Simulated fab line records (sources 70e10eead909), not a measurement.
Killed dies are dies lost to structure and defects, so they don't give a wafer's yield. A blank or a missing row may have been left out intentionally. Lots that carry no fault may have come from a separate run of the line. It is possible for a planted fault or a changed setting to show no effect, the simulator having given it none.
Problem report in the 8D (eight disciplines) form, filled by code + flow nandHarc + the parts of the form that need people (team, actions taken, sign-off) are left out

== 1. WHAT IS WRONG ==
NHARC_END_SORT_01, sort_bin_3_pct: mean 4.3 % over 1 wafer from 1 lot; wafers with no fault: 0.5 %, standard deviation 0.33. Relative to the usual mean, that is a shift of +12 standard deviations.
First observed at day 26 16:14: wafer L122.6, on prober-01. At this step, 33 wafers from 11 lots have a number in the record. Rule for "out" (also "out of limits"): further than 4 standard deviations from the usual mean. The other wafers with a number count as sound.

== 2. WHAT IT IS, WHAT IT ISN'T ==
| question                    | is                                                                                                      | is not                                                                                                              |
|-----------------------------|---------------------------------------------------------------------------------------------------------|---------------------------------------------------------------------------------------------------------------------|
| which readings at this step | sort_bin_3_pct, defectLimitedYield, killedAtArray, killedDies, sortNPass, sortRimYieldPct, sortYieldPct | killedAtPeriphery, killedOpen, killedShort                                                                          |
| which lots                  | L122                                                                                                    | L118, L130, L131, L132, L133, L135, L136, L137, L138, L139                                                          |
| which wafers of those lots  | L122.6                                                                                                  | L122.2, L122.3                                                                                                      |
| read on which gauges        | prober-01                                                                                               | prober-02                                                                                                           |
| when                        | from day 26 16:14                                                                                       | up to then (5 sound wafers); but 27 sound wafers of L130, L131, L132, L133, L135, L136, L137, L138, L139 came after |

== 3. SUSPECTS, AND WHAT RULES EACH OUT ==
Counting: a tool at a process step up to the reading stays a suspect if it ran every lot that is out. Sound lots after the first of them don't rule it out here, since some wafers of a struck lot are sound.
- the gauge at NHARC_END_SORT_01: kept. All the wafers that are out were read on prober-01, and no step on other tools shows them out.
- rieDiel-12 at NHARC_A_BONDPAD_ETCH_24 (etches the open film in CF4/N2, target depth 30 nm, time 72.99 s): kept. It ran the lot that is out, L122 (day 25 04:25).
- rieDiel-08 at NHARC_THIN_TSV_ETCH_44 (etches the open film in CF4/O2, target depth 1594.2 nm, time 797.1 s): kept. It ran the lot that is out, L122 (day 25 19:02).
- plasmaAsher-02 at NHARC_THIN_TSV_STRIP_56 (strips in O2): kept. It ran the lot that is out, L122 (day 26 01:22).
- rieDiel-12, NHARC_A_BONDPAD_ETCH_24: wafers that are out in chamber 1, sound lot-mates in chambers 2, 3.
- At NHARC_THIN_TSV_STRIP_56 on plasmaAsher-02, chamber 1 took the sound wafers of the same lots and chamber 0 took the wafers that are out.
Left after counting: rieDiel-12 at NHARC_A_BONDPAD_ETCH_24, rieDiel-08 at NHARC_THIN_TSV_ETCH_44, plasmaAsher-02 at NHARC_THIN_TSV_STRIP_56, prober-01 at NHARC_END_SORT_01.

== 4. THE CAUSE (what the simulator had put in) ==
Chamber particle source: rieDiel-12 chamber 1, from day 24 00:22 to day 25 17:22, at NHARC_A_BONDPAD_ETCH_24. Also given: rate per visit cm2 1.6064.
This tool is one of the 4 suspects left after counting.

== 5. SEQUENCE OF EFFECTS, ordered by route ==
Each row: a reading where the mean over the struck wafers with a number is more than 3 standard deviations away from the usual. Readings are gone through only where the record gives a usual standard deviation; hours: the median, over the lots, of the time from a lot's start at the first step in this table giving one to that lot's start at this step; sigmas: the change measured in usual standard deviations.
| hours | step              | reading            | usual  | on struck wafers | change | sigmas |
|-------|-------------------|--------------------|--------|------------------|--------|--------|
| 0     | NHARC_END_SORT_01 | defectLimitedYield | 92.0 % | 81.2             | -10.8  | -4.2   |
| 0     | NHARC_END_SORT_01 | killedAtArray      | 50     | 119              | +69    | +4.1   |
| 0     | NHARC_END_SORT_01 | killedAtOther      | 0.7    | 4.0              | +3.3   | +3.3   |
| 0     | NHARC_END_SORT_01 | killedDies         | 54     | 127              | +73    | +4.3   |
| 0     | NHARC_END_SORT_01 | sort_bin_3_pct     | 0.5 %  | 4.3              | +3.8   | +12    |
| 0     | NHARC_END_SORT_01 | sortNPass          | 623    | 550              | -73    | -4.3   |
| 0     | NHARC_END_SORT_01 | sortRimYieldPct    | 92 %   | 74               | -18    | -4.7   |
| 0     | NHARC_END_SORT_01 | sortYieldPct       | 92.0 % | 81.2             | -10.8  | -4.2   |

== 6. HOW IT WOULD HAVE BEEN CAUGHT EARLIER ==
64 hours passed between the start of the fault at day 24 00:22 and the first reading out of limits at a measuring or inspecting step in this record, taken at day 26 16:14.
No tool reading at NHARC_A_BONDPAD_ETCH_24 that has a usual standard deviation in the record was out on any struck wafer, so an alarm limit of 4 standard deviations on those readings would not have fired.
Lots out: 1; all had begun NHARC_A_BONDPAD_ETCH_24 on rieDiel-12 by day 26 16:14. Holding the tool at that point would not have protected any of them.
